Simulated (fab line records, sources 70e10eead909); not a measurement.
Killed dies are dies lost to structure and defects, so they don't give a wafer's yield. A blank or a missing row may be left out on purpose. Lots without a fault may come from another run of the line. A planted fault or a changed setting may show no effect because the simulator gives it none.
Chamber matching | flow nand_harc | NHARC_A_STAIRCASE_DEP_471 on pecvd-02: 3 sister chambers
The step deposits SiO2, target thk 100 nm. 6 wafers are shown with their chamber, then 10 later ones without.

WAFERS WITH THEIR CHAMBER
wafer  | chamber | throttle_valve_pct (%) | heater_power_w (W)
L081.5 | 0       | 15.7                   | 505
L084.5 | 1       | 16.2                   | 593
L088.1 | 0       | 15.7                   | 501
L088.6 | 1       | 16.4                   | 615
L089.3 | 2       | 15.8                   | 636
L089.4 | 2       | 15.9                   | 633

WAFERS WITHOUT THEIR CHAMBER
wafer  | throttle_valve_pct (%) | heater_power_w (W)
L089.6 | 16.4                   | 541
L090.2 | 16.0                   | 540
L090.4 | 16.2                   | 503
L090.5 | 15.8                   | 408
L094.1 | 15.8                   | 478
L094.2 | 15.7                   | 553
L094.3 | 16.3                   | 599
L097.1 | 15.9                   | 530
L097.5 | 16.2                   | 528
L097.6 | 15.9                   | 553

WHICH CHAMBER EACH WENT THROUGH
wafer  | from the rows above     | in truth
L089.6 | can't be placed: 1 or 0 | 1
L090.2 | 0                       | 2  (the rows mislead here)
L090.4 | 0                       | 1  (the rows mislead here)
L090.5 | 0                       | 0
L094.1 | 0                       | 0
L094.2 | 0                       | 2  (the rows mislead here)
L094.3 | 1                       | 1
L097.1 | 0                       | 0
L097.5 | 0                       | 0
L097.6 | can't be placed: 0 or 1 | 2
Placed correctly: 5 of 10. Can't be placed from these rows: 2 (the true chamber is among the candidates in 1). Placed wrongly: 3.
How it was worked out, from the rows above alone: a wafer's distance from a chamber is the root of the sum, over the readings, of the square of ((its reading less the chamber's mean) divided by the reading's scatter). The wafer belongs to the nearest chamber; if the next one is less than 2 further off, it can't be placed. A chamber's mean is the mean of its shown wafers. The scatter: the root of (the sum of the squares of (reading less its chamber's mean) over the shown wafers, divided by (wafers less chambers)).
